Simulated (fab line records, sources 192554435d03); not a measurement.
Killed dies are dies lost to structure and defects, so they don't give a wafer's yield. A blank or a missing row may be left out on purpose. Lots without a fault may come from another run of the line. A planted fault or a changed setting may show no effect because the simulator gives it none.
Chamber matching | flow n5_finfet | N5_FIN_SAQP_ETCH_64 on rie_si-05: 4 sister chambers
The step etches SiO2 in CF4, target depth 1.5 nm. 4 wafers are shown with their chamber, then 12 later ones without.

WAFERS WITH THEIR CHAMBER
wafer  | chamber | throttle_valve_pct (%)
L085.2 | 2       | 22.19
L086.5 | 1       | 21.73
L087.5 | 0       | 22.10
L087.6 | 3       | 21.68

WAFERS WITHOUT THEIR CHAMBER
wafer  | throttle_valve_pct (%)
L090.2 | 22.20
L090.3 | 21.70
L090.4 | 21.73
L091.3 | 22.18
L091.5 | 21.74
L091.6 | 22.20
L093.1 | 21.72
L093.4 | 21.73
L093.5 | 21.69
L096.1 | 22.20
L096.3 | 21.70
L096.5 | 21.67

WHICH CHAMBER EACH WENT THROUGH
wafer  | from the rows above     | in truth
L090.2 | 2                       | 2
L090.3 | can't be placed: 3 or 1 | 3
L090.4 | 1                       | 1
L091.3 | 2                       | 2
L091.5 | 1                       | 1
L091.6 | 2                       | 2
L093.1 | 1                       | 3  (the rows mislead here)
L093.4 | 1                       | 1
L093.5 | 3                       | 3
L096.1 | 2                       | 2
L096.3 | can't be placed: 3 or 1 | 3
L096.5 | 3                       | 3
Placed correctly: 9 of 12. Can't be placed from these rows: 2 (the true chamber is among the candidates in 2). Placed wrongly: 1.
How it was worked out, from the rows above alone: a wafer's distance from a chamber is the root of the sum, over the readings, of the square of ((its reading less the chamber's mean) divided by the reading's scatter). The wafer belongs to the nearest chamber; if the next one is less than 2 further off, it can't be placed. A chamber's mean is the mean of its shown wafers. The scatter: with one shown wafer a chamber, the root of the mean of the squares of how far each hidden wafer lies from its nearest shown one.
